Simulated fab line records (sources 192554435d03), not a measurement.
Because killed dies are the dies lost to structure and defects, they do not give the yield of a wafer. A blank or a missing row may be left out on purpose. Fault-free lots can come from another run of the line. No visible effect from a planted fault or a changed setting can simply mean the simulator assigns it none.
Chamber matching + flow n5-finfet + rie-diel-03 running N5_BEOL_M6_TRENCH_ETCH_37: 4 sister chambers
The step etches SiCOH lowk in C4F6/O2, target depth 94.435 nm, time 31.5 s. 14 wafers are shown with their chamber, then 7 later ones without.

WAFERS WITH THEIR CHAMBER
| wafer  | chamber | showerhead-plenum-p-Torr (Torr) | rf-vpp-V (V) | throttle-valve-pct (%) |
|--------|---------|---------------------------------|--------------|------------------------|
| L438.2 | 3       | 2.82                            | 656          | 21.28                  |
| L438.3 | 1       | 2.93                            | 664          | 20.83                  |
| L438.4 | 2       | 2.71                            | 674          | 20.81                  |
| L441.1 | 1       | 2.93                            | 665          | 20.87                  |
| L441.3 | 2       | 2.70                            | 671          | 20.81                  |
| L441.5 | 2       | 2.70                            | 673          | 20.82                  |
| L442.2 | 2       | 2.70                            | 672          | 20.83                  |
| L442.3 | 0       | 2.79                            | 668          | 20.37                  |
| L442.6 | 2       | 2.70                            | 672          | 20.81                  |
| L447.1 | 0       | 2.79                            | 669          | 20.40                  |
| L447.3 | 3       | 2.81                            | 658          | 20.93                  |
| L447.5 | 3       | 2.81                            | 658          | 20.93                  |
| L446.3 | 3       | 2.81                            | 659          | 20.92                  |
| L446.4 | 1       | 2.92                            | 664          | 20.88                  |

SIGNATURES (means of the wafers above)
| reading                  | chamber 0 | chamber 1 | chamber 2 | chamber 3 | scatter within a chamber |
|--------------------------|-----------|-----------|-----------|-----------|--------------------------|
| showerhead-plenum-p-Torr | 2.7900    | 2.9267    | 2.7020    | 2.8125    | 0.00471                  |
| rf-vpp-V                 | 668.50    | 664.33    | 672.40    | 657.75    | 1.05                     |
| throttle-valve-pct       | 20.3850   | 20.8600   | 20.8160   | 21.0150   | 0.0979                   |
Rule: for a wafer and a chamber, the distance is found by dividing, reading by reading, the gap between the wafer's reading and the chamber's mean by the reading's scatter, squaring, summing and taking the root. If the next closest chamber is less than 2 further off than the closest, the wafer can't be placed; otherwise it belongs to the closest. The scatter is the square root of a quotient: the sum, over the shown wafers, of each reading's squared deviation from its chamber's mean, divided by wafers minus chambers.

WAFERS WITHOUT THEIR CHAMBER
| wafer  | showerhead-plenum-p-Torr (Torr) | rf-vpp-V (V) | throttle-valve-pct (%) |
|--------|---------------------------------|--------------|------------------------|
| L446.6 | 2.81                            | 657          | 20.95                  |
| L452.1 | 2.92                            | 665          | 20.90                  |
| L452.4 | 2.78                            | 669          | 20.40                  |
| L452.5 | 2.69                            | 673          | 20.84                  |
| L454.2 | 2.91                            | 664          | 20.90                  |
| L454.3 | 2.78                            | 669          | 20.41                  |
| L454.4 | 2.69                            | 672          | 20.85                  |

CHAMBER TAKEN BY EACH
| wafer  | from the rows above | in truth |
|--------|---------------------|----------|
| L446.6 | 3                   | 3        |
| L452.1 | 1                   | 1        |
| L452.4 | 0                   | 0        |
| L452.5 | 2                   | 2        |
| L454.2 | 1                   | 1        |
| L454.3 | 0                   | 0        |
| L454.4 | 2                   | 2        |
Correct placement for 7 of the 7. Left unplaced by these rows: 0. Wrongly placed: 0.
